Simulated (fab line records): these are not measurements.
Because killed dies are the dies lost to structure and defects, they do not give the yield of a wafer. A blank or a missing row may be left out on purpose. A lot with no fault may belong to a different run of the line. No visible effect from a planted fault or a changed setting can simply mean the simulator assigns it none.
Matching of chambers / flow nandHarc / 4 sister chambers for NHARC_P_M0_CMP_23 on cmp-02
The step polishes, t overpolish 20 s, target thk 117.54 nm. 4 wafers are shown with their chamber, then 8 later ones without.

EACH WAFER AND ITS CHAMBER
wafer=L088.2; chamber=2; motorCurrentA (A)=11.5
wafer=L088.3; chamber=3; motorCurrentA (A)=11.8
wafer=L088.5; chamber=1; motorCurrentA (A)=13.5
wafer=L090.2; chamber=0; motorCurrentA (A)=10.9

WAFERS WHOSE CHAMBER IS MISSING
wafer=L090.3; motorCurrentA (A)=11.1
wafer=L090.5; motorCurrentA (A)=10.9
wafer=L094.2; motorCurrentA (A)=13.5
wafer=L094.4; motorCurrentA (A)=11.7
wafer=L094.5; motorCurrentA (A)=12.8
wafer=L096.1; motorCurrentA (A)=11.0
wafer=L096.3; motorCurrentA (A)=10.6
wafer=L096.6; motorCurrentA (A)=11.4

THE CHAMBER EACH PASSED THROUGH
wafer=L090.3; from the rows above=can't be placed: 0 or 2 or 3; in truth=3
wafer=L090.5; from the rows above=0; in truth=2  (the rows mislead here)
wafer=L094.2; from the rows above=1; in truth=1
wafer=L094.4; from the rows above=can't be placed: 3 or 2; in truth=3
wafer=L094.5; from the rows above=can't be placed: 1 or 3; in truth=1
wafer=L096.1; from the rows above=can't be placed: 0 or 2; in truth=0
wafer=L096.3; from the rows above=0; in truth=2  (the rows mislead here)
wafer=L096.6; from the rows above=can't be placed: 2 or 3 or 0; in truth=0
Correctly placed: 1 of 8. Cannot be placed on the basis of these rows: 5; the candidates contain the true chamber in 5. Placed wrongly: 2.
How it was worked out, from the rows above alone: a wafer's distance from a chamber is the root of the sum, over the readings, of the square of ((its reading less the chamber's mean) divided by the reading's scatter). If the next closest chamber is less than 2 further off than the closest, the wafer can't be placed; otherwise it belongs to the closest. A chamber's mean is the mean of its shown wafers. The scatter: with one shown wafer a chamber, the root of the mean of the squares of how far each hidden wafer lies from its nearest shown one.
